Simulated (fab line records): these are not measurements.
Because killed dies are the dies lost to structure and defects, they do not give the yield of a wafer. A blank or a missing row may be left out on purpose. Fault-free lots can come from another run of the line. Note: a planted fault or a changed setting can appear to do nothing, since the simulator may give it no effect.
Chamber matching ; flow n5-finfet ; N5_BEOL_M1_PECVD_72 on pecvd-03: 3 sister chambers
The step deposits SiO2 from TEOS/O2, target thk 16 nm, time 18 s. 6 wafers are shown with their chamber, then 10 later ones without.

== WAFERS, EACH WITH ITS CHAMBER ==
wafer;chamber;throttle-valve-pct (%);showerhead-plenum-p-Torr (Torr)
L084.1;2;20.0;8.71
L085.1;1;23.1;8.66
L085.2;0;27.4;8.77
L085.3;2;20.4;8.71
L086.2;0;27.5;8.76
L086.3;1;23.3;8.66

== WAFERS MISSING THEIR CHAMBER ==
wafer;throttle-valve-pct (%);showerhead-plenum-p-Torr (Torr)
L086.4;23.4;8.66
L089.1;20.3;8.73
L089.5;20.4;8.73
L089.6;27.5;8.77
L093.1;23.2;8.67
L093.3;20.2;8.70
L093.4;23.1;8.65
L095.2;23.2;8.65
L095.5;23.1;8.65
L095.6;27.2;8.76

== CHAMBER TAKEN BY EACH ==
wafer;from the rows above;in truth
L086.4;1;1
L089.1;2;2
L089.5;2;2
L089.6;0;0
L093.1;1;1
L093.3;2;2
L093.4;1;1
L095.2;1;1
L095.5;1;1
L095.6;0;0
Placed correctly: 10 of 10. Left unplaced by these rows: 0. 0 placed wrongly.
How it was worked out, from the rows above alone: a wafer's distance from a chamber is the root of the sum, over the readings, of the square of ((its reading less the chamber's mean) divided by the reading's scatter). If the next closest chamber is less than 2 further off than the closest, the wafer can't be placed; otherwise it belongs to the closest. A chamber's mean is the mean of its shown wafers. The scatter: the root of (the sum of the squares of (reading less its chamber's mean) over the shown wafers, divided by (wafers less chambers)).
